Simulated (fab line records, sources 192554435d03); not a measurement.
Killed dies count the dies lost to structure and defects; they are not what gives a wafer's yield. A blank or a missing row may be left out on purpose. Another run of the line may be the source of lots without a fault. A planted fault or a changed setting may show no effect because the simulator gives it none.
Lot-split experiment :: flow n5 finfet :: route with 1938 steps; 7 lots, 21 wafers read

## ON THE SPLIT
At N5_BEOL_M3_COAT_22 (resist thk 30 nm), the setting spin rpm was moved away from the recipe's 1500 rpm on 8 of the 21 wafers read, by -10.5% to +3.9%. For the rest of the wafers, this setting stayed at what the recipe calls for.

## FROM THE SPLIT TO THE READING: what the file shows between them, 4 steps
- N5_BEOL_M3_EBR_24
- N5_BEOL_M3_SOFTBAKE_23: time 60 s
- N5_BEOL_M3_EXPOSE_25: exposes mask V2, defocus 5 nm
- N5_BEOL_M3_PEB_26: peb time 60 s

## THE READING
CAR-EUV_of_BEOL_M3_COAT_22.thk nm (the simulator's own value, which no gauge read), in nm, at N5_BEOL_M3_DEVELOP_27 (develop time 30 s). The file gives no usual value for it. The 13 wafers here that ran the recipe average 29.5 nm, standard deviation 0.092 nm.

wafer: L077.2
tool, chamber at the split: litho track-02, 0
spin rpm as run, rpm: 1500
against the recipe: recipe
CAR-EUV_of_BEOL_M3_COAT_22.thk nm, nm: 29.6
against lot-mates on the recipe: -

wafer: L077.4
tool, chamber at the split: litho track-02, 0
spin rpm as run, rpm: 1500
against the recipe: recipe
CAR-EUV_of_BEOL_M3_COAT_22.thk nm, nm: 29.6
against lot-mates on the recipe: -

wafer: L077.6
tool, chamber at the split: litho track-02, 0
spin rpm as run, rpm: 1500
against the recipe: recipe
CAR-EUV_of_BEOL_M3_COAT_22.thk nm, nm: 29.4
against lot-mates on the recipe: -

wafer: L078.3
tool, chamber at the split: litho track-05, 0
spin rpm as run, rpm: 1406
against the recipe: -6.3%
CAR-EUV_of_BEOL_M3_COAT_22.thk nm, nm: 30.6
against lot-mates on the recipe: +1.0

wafer: L078.5
tool, chamber at the split: litho track-05, 0
spin rpm as run, rpm: 1406
against the recipe: -6.3%
CAR-EUV_of_BEOL_M3_COAT_22.thk nm, nm: 30.6
against lot-mates on the recipe: +1.0

wafer: L078.6
tool, chamber at the split: litho track-05, 0
spin rpm as run, rpm: 1500
against the recipe: recipe
CAR-EUV_of_BEOL_M3_COAT_22.thk nm, nm: 29.6
against lot-mates on the recipe: -

wafer: L083.3
tool, chamber at the split: litho track-03, 0
spin rpm as run, rpm: 1500
against the recipe: recipe
CAR-EUV_of_BEOL_M3_COAT_22.thk nm, nm: 29.6
against lot-mates on the recipe: -

wafer: L083.4
tool, chamber at the split: litho track-03, 0
spin rpm as run, rpm: 1558
against the recipe: +3.9%
CAR-EUV_of_BEOL_M3_COAT_22.thk nm, nm: 29
against lot-mates on the recipe: -0.6

wafer: L083.5
tool, chamber at the split: litho track-03, 0
spin rpm as run, rpm: 1558
against the recipe: +3.9%
CAR-EUV_of_BEOL_M3_COAT_22.thk nm, nm: 29
against lot-mates on the recipe: -0.6

wafer: L085.2
tool, chamber at the split: litho track-03, 0
spin rpm as run, rpm: 1389
against the recipe: -7.4%
CAR-EUV_of_BEOL_M3_COAT_22.thk nm, nm: 30.6
against lot-mates on the recipe: +1.0

wafer: L085.5
tool, chamber at the split: litho track-03, 0
spin rpm as run, rpm: 1389
against the recipe: -7.4%
CAR-EUV_of_BEOL_M3_COAT_22.thk nm, nm: 30.6
against lot-mates on the recipe: +1.0

wafer: L085.3
tool, chamber at the split: litho track-03, 0
spin rpm as run, rpm: 1500
against the recipe: recipe
CAR-EUV_of_BEOL_M3_COAT_22.thk nm, nm: 29.6
against lot-mates on the recipe: -

wafer: L086.3
tool, chamber at the split: litho track-05, 0
spin rpm as run, rpm: 1500
against the recipe: recipe
CAR-EUV_of_BEOL_M3_COAT_22.thk nm, nm: 29.6
against lot-mates on the recipe: -

wafer: L086.6
tool, chamber at the split: litho track-05, 0
spin rpm as run, rpm: 1500
against the recipe: recipe
CAR-EUV_of_BEOL_M3_COAT_22.thk nm, nm: 29.6
against lot-mates on the recipe: -

wafer: L086.4
tool, chamber at the split: litho track-05, 0
spin rpm as run, rpm: 1343
against the recipe: -10.5%
CAR-EUV_of_BEOL_M3_COAT_22.thk nm, nm: 31.2
against lot-mates on the recipe: +1.6

wafer: L089.3
tool, chamber at the split: litho track-05, 0
spin rpm as run, rpm: 1500
against the recipe: recipe
CAR-EUV_of_BEOL_M3_COAT_22.thk nm, nm: 29.6
against lot-mates on the recipe: -

wafer: L089.5
tool, chamber at the split: litho track-05, 0
spin rpm as run, rpm: 1500
against the recipe: recipe
CAR-EUV_of_BEOL_M3_COAT_22.thk nm, nm: 29.6
against lot-mates on the recipe: -

wafer: L089.6
tool, chamber at the split: litho track-05, 0
spin rpm as run, rpm: 1368
against the recipe: -8.8%
CAR-EUV_of_BEOL_M3_COAT_22.thk nm, nm: 31.2
against lot-mates on the recipe: +1.6

wafer: L097.1
tool, chamber at the split: litho track-03, 0
spin rpm as run, rpm: 1500
against the recipe: recipe
CAR-EUV_of_BEOL_M3_COAT_22.thk nm, nm: 29.4
against lot-mates on the recipe: -

wafer: L097.4
tool, chamber at the split: litho track-03, 0
spin rpm as run, rpm: 1500
against the recipe: recipe
CAR-EUV_of_BEOL_M3_COAT_22.thk nm, nm: 29.4
against lot-mates on the recipe: -

wafer: L097.5
tool, chamber at the split: litho track-03, 0
spin rpm as run, rpm: 1500
against the recipe: recipe
CAR-EUV_of_BEOL_M3_COAT_22.thk nm, nm: 29.4
against lot-mates on the recipe: -

FIT RESULTS
A straight line over all 21 wafers: CAR-EUV_of_BEOL_M3_COAT_22.thk nm changes by -0.16 nm for each +1% of spin rpm; r = -0.99; the points scatter about the line by 0.11 nm.
The same after taking each lot's own level away (the mean of its wafers on the recipe; 21 wafers): -0.155 nm for each +1%; r = -0.99; scatter 0.082 nm.
That fit puts the effect of the largest move of spin rpm on the reading at 1.6 nm.
The span of the lots' own levels, 29.40 to 29.60 nm, comes to 2.2 times the standard deviation stated above.
The two slopes agree, so the slope changes little with the lot-to-lot level.
Check: with one of the wafers moved furthest among these (-10.5%) left out of the fit, the line predicts +1.63 nm for it against its lot-mates. It came out at +1.6 nm against them.

## THESE WAFERS: OTHER SPLITS
These wafers also went through other splits before the reading. Each is held against what the fit with the lots' levels taken away leaves over:
other split on the same wafers: N5_BEOL_M1_COAT_05 spin rpm
wafers away from the commonest value: 7
r with CAR-EUV_of_BEOL_M3_COAT_22.thk nm (lot level and that fit taken away): -0.02

other split on the same wafers: N5_BEOL_M1_COAT_68 spin rpm
wafers away from the commonest value: 11
r with CAR-EUV_of_BEOL_M3_COAT_22.thk nm (lot level and that fit taken away): -0.36

other split on the same wafers: N5_BEOL_M1_COAT_76 spin rpm
wafers away from the commonest value: 7
r with CAR-EUV_of_BEOL_M3_COAT_22.thk nm (lot level and that fit taken away): +0.21

other split on the same wafers: N5_BEOL_M2_TRENCH_ETCH_37 bias w
wafers away from the commonest value: 11
r with CAR-EUV_of_BEOL_M3_COAT_22.thk nm (lot level and that fit taken away): -0.24

other split on the same wafers: N5_BEOL_M3_COAT_67 spin rpm
wafers away from the commonest value: 6
r with CAR-EUV_of_BEOL_M3_COAT_22.thk nm (lot level and that fit taken away): +0.47

## THE WHOLE CHAIN: every reading that the file lists as answering this split, in the file's order
step: N5_BEOL_M3_COAT_22
what it does: resist thk 30 nm
reading: CAR-EUV_of_BEOL_M3_COAT_22.thk nm (the simulator's own value, which no gauge read)
change (the file's fit): -0.166 nm for each +1% of the setting
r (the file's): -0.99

step: N5_BEOL_M3_DEVELOP_27
what it does: develop time 30 s
reading: CAR-EUV_of_BEOL_M3_COAT_22.thk nm (the simulator's own value, which no gauge read)
change (the file's fit): -0.158 nm for each +1% of the setting
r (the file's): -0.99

## FILE'S OWN FIT
CAR-EUV_of_BEOL_M3_COAT_22.thk nm changes by -0.158 nm for each +1% of spin rpm, r = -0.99.
